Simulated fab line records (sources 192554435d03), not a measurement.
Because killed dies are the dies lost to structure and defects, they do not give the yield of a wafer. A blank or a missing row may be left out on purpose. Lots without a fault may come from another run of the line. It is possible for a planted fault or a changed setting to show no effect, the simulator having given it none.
Which of the tools did it? :: flow n5 finfet :: route of 1938 steps, sampled at 1 step: 14 lots, 36 wafers

WHAT EACH GAUGE READ, for each wafer
N5_BEOL_M8_CD_MEAS_35: the cd target is 40 nm.
lot: L793
measured: day 10 06:43
on: cd sem-03
cd nm (nm): 40.4 39.6 41.1

lot: L792
measured: day 10 12:58
on: cd sem-02
cd nm (nm): 40.3 40.5 39.6

lot: L797
measured: day 11 04:45
on: cd sem-02
cd nm (nm): 40.5 40.9 40.4

lot: L800
measured: day 11 06:56
on: cd sem-01
cd nm (nm): 39.9 40.5

lot: L799
measured: day 11 14:55
on: cd sem-02
cd nm (nm): 39.4 40.5

lot: L801
measured: day 12 07:11
on: cd sem-01
cd nm (nm): 40.8 39.8 39.9

lot: L802
measured: day 13 04:19
on: cd sem-03
cd nm (nm): 40.3 40.4 39.6

lot: L803
measured: day 13 04:43
on: cd sem-01
cd nm (nm): 39.4 40.0

lot: L809
measured: day 13 17:39
on: cd sem-01
cd nm (nm): 41.0 40.7 39.9

lot: L808
measured: day 14 00:28
on: cd sem-03
cd nm (nm): 40.1 40.7

lot: L810
measured: day 14 02:55
on: cd sem-03
cd nm (nm): 39.5 40.7 40.2

lot: L811
measured: day 14 07:02
on: cd sem-01
cd nm (nm): 41.4 40.1

lot: L815
measured: day 15 19:22
on: cd sem-01
cd nm (nm): 41.1 40.2 39.7

lot: L814
measured: day 15 21:13
on: cd sem-03
cd nm (nm): 38.8 39.5

WHAT TOOL EACH LOT RAN ON (gives the tool, then ch and the chambers of the sampled wafers, and finally the start)
There is no process step in the record ahead of these readings.

AS READ BY THE TOOLS THEMSELVES (means over the sampled wafers that have a number; for cases with no such wafer, the mark the record gives instead)
The record holds no such reading with a usual standard deviation.

THE ANSWER, worked out from the rows above alone
Rule: the usual values come from the lots themselves. Put in order of their means at a reading, lots are off if they are a third of the lots or fewer, leave a main group of 4 or more, and stand apart from it by a gap of 3 or more times the standard deviation of the main group's means; of several such gaps the widest counts. A main group is skipped when, at the precision printed for the reading in the tables above, its means are all equal. Also off: a lot with no number at a reading for which 4 or more lots have one. All remaining lots with rows at the step are treated as sound. The gauges are gone through in route order, then the tools' own readings, and for those a lot's mean is taken as printed above. The first step at which some lot is off is used, and at that step the reading that is off furthest; a lot without a number counts as furthest.
No lot is off at any reading shown: from this, nothing can be told.

WHAT THE SIMULATOR HAD INSERTED
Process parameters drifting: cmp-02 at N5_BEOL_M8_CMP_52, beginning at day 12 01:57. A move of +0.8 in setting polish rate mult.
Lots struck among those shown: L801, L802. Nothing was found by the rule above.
